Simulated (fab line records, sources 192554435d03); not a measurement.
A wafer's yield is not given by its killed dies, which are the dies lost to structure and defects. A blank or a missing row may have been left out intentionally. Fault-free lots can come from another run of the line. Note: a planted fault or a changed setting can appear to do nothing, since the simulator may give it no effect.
Matching of chambers    flow n5_finfet    4 sister chambers for N5_BEOL_M6_DESCUM_33 on rie_diel-04
The step chemistry O2, time 7 s. 16 wafers are shown with their chamber, then 8 later ones without.

EACH WAFER AND ITS CHAMBER
wafer   chamber  showerhead_plenum_p_Torr (Torr)  throttle_valve_pct (%)  oes_product_au (a.u.)
L074.1  2        2.01                             20.8                    0.70
L074.3  0        2.11                             20.9                    0.73
L074.6  0        2.11                             20.9                    0.72
L075.2  3        2.24                             19.9                    0.96
L075.4  0        2.10                             21.0                    0.72
L075.6  3        2.24                             19.9                    0.95
L082.3  1        2.13                             20.1                    0.86
L082.4  2        2.00                             20.9                    0.69
L082.6  1        2.13                             20.1                    0.86
L083.2  1        2.13                             20.1                    0.85
L083.4  1        2.13                             20.1                    0.86
L083.6  3        2.23                             20.0                    0.91
L088.1  2        1.99                             20.9                    0.68
L088.3  3        2.22                             20.0                    0.88
L088.6  2        1.99                             20.9                    0.68
L092.1  3        2.22                             20.0                    0.87

SIGNATURES, as means of the wafers listed above
reading                   chamber 0  chamber 1  chamber 2  chamber 3  scatter within a chamber
showerhead_plenum_p_Torr  2.1067     2.1300     1.9975     2.2300     0.00786
throttle_valve_pct        20.933     20.100     20.875     19.960     0.0467
oes_product_au            0.7233     0.8575     0.6875     0.9140     0.024
Rule: a wafer lies at a distance from a chamber equal to the root of the sum of squares, over the readings, of (its reading less the chamber's mean, divided by the reading's scatter). The wafer belongs to the nearest chamber; if the next one is less than 2 further off, it can't be placed. The scatter is the square root of a quotient: the sum, over the shown wafers, of each reading's squared deviation from its chamber's mean, divided by wafers minus chambers.

WAFERS MISSING THEIR CHAMBER
wafer   showerhead_plenum_p_Torr (Torr)  throttle_valve_pct (%)  oes_product_au (a.u.)
L092.2  2.12                             20.2                    0.82
L092.6  2.12                             20.2                    0.82
L094.1  2.12                             20.2                    0.82
L094.2  2.22                             20.0                    0.86
L094.5  2.22                             20.0                    0.86
L097.2  2.22                             20.0                    0.86
L097.3  2.26                             20.6                    0.97
L097.6  2.09                             21.0                    0.68

THE CHAMBER EACH PASSED THROUGH
wafer    from the rows above   in truth
L092.2   1                     1
L092.6   1                     1
L094.1   1                     1
L094.2   3                     3
L094.5   3                     3
L097.2   3                     3
L097.3   3                     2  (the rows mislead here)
L097.6   0                     0
Correct placement for 7 of the 8. From these rows, 0 cannot be placed. 1 placed wrongly.
